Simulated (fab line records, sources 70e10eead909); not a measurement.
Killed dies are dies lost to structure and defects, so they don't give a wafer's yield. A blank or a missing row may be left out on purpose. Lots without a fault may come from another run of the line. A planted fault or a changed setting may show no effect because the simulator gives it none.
Which tool did it? | flow nand_harc | 11 lots, 33 wafers sampled, at 5 steps of a route of 1302

WHAT THE GAUGES READ, wafer by wafer
NHARC_END_SORT_01.
lot  | measured     | on        | killed_at_array
L792 | day 29 02:28 | prober-01 | 78 65 84
L800 | day 32 01:50 | prober-02 | 69 197 74
L801 | day 32 06:26 | prober-01 | 198 79 184

WHICH TOOL RAN EACH LOT (tool, then ch and the chambers of the sampled wafers, then the start)
lot  | NHARC_A_CHANNEL_HOLE_D2_ETCH_16               | NHARC_A_CHANNEL_HOLE_D2_ETCH_24  | NHARC_A_CHANNEL_HOLE_D2_ETCH_27  | NHARC_A_CHANNEL_HOLE_D2_ETCH_44
L783 | rie_diel-09 ch 0,2, day 13 05:26 or earlier   | har_etch-01 ch 0,1, day 13 05:26 | har_etch-01 ch 0,1, day 13 07:11 | rie_diel-12 ch 2,3, day 13 07:54
L782 | rie_diel-10 ch 1,2,3, day 13 07:42 or earlier | har_etch-02 ch 0,1, day 13 07:42 | har_etch-02 ch 0,1, day 13 09:27 | rie_diel-09 ch 2,3, day 13 10:11
L785 | rie_diel-12 ch 0,1, day 14 15:33              | har_etch-02 ch 0, day 14 20:50   | har_etch-02 ch 0, day 15 00:31   | rie_diel-12 ch 0,1,2, day 15 01:28
L786 | rie_diel-09 ch 2,3, day 15 07:59 or earlier   | har_etch-01 ch 1, day 15 07:59   | har_etch-01 ch 1, day 15 09:49   | rie_diel-12 ch 0,1,2, day 15 10:34
L787 | rie_diel-09 ch 0,2,3, day 15 16:19 or earlier | har_etch-01 ch 0, day 15 16:19   | har_etch-01 ch 0, day 15 18:10   | rie_diel-09 ch 0,3, day 15 18:56
L788 | rie_diel-10 ch 0,2,3, day 15 15:59 or earlier | har_etch-02 ch 0,1, day 15 15:59 | har_etch-02 ch 0,1, day 15 17:38 | rie_diel-10 ch 0,1,2, day 15 18:23
L789 | rie_diel-10 ch 2,3, day 16 14:36 or earlier   | har_etch-02 ch 0,1, day 16 14:36 | har_etch-02 ch 0,1, day 17 06:02 | rie_diel-09 ch 0,2,3, day 17 06:47
L793 | rie_diel-09 ch 1,2,3, day 18 00:46 or earlier | har_etch-01 ch 0, day 18 00:46   | har_etch-01 ch 0, day 18 02:32   | rie_diel-12 ch 0,2, day 18 03:14
L792 | rie_diel-12 ch 0,3, day 18 01:27 or earlier   | har_etch-02 ch 0,1, day 18 01:27 | har_etch-02 ch 0,1, day 18 03:11 | rie_diel-09 ch 1,2,3, day 18 03:55
L800 | rie_diel-09 ch 0,2,3, day 20 14:14 or earlier | har_etch-01 ch 0,1, day 20 14:14 | har_etch-01 ch 0,1, day 20 16:05 | rie_diel-12 ch 0,1,3, day 20 16:50
L801 | rie_diel-09 ch 2,3, day 21 01:43 or earlier   | har_etch-02 ch 0,1, day 21 01:43 | har_etch-02 ch 0,1, day 21 03:35 | rie_diel-12 ch 1,2, day 21 04:20
- NHARC_A_CHANNEL_HOLE_D2_ETCH_16: etches the open film in O2/COS, target depth 3100 nm, time 806 s.
- NHARC_A_CHANNEL_HOLE_D2_ETCH_24: etches the open film in C4F8/O2/Ar, time 906.2 s, target depth 1500 nm.
- NHARC_A_CHANNEL_HOLE_D2_ETCH_27: etches the open film in C4F8/O2/Ar, time 90 s, target depth 400 nm.
- NHARC_A_CHANNEL_HOLE_D2_ETCH_44: etches the open film in CF4/O2, target depth 140 nm, overetch 14 nm, time 77 s.

THE ANSWER, worked out from the rows above alone
Rule: what is usual is taken from the lots themselves. Put in order of their means at a reading, lots are off if they are a third of the lots or fewer, leave a main group of 4 or more, and stand apart from it by a gap of 3 or more times the standard deviation of the main group's means; of several such gaps the widest counts. A main group whose means are all the same, to the digits that the tables above print for the reading, isn't used. A lot without any number at a reading at which 4 lots or more have one is off too. The other lots that the step has rows for count as sound.
No lot is off at any reading shown: from this, nothing can be told.

WHAT THE SIMULATOR HAD PUT IN
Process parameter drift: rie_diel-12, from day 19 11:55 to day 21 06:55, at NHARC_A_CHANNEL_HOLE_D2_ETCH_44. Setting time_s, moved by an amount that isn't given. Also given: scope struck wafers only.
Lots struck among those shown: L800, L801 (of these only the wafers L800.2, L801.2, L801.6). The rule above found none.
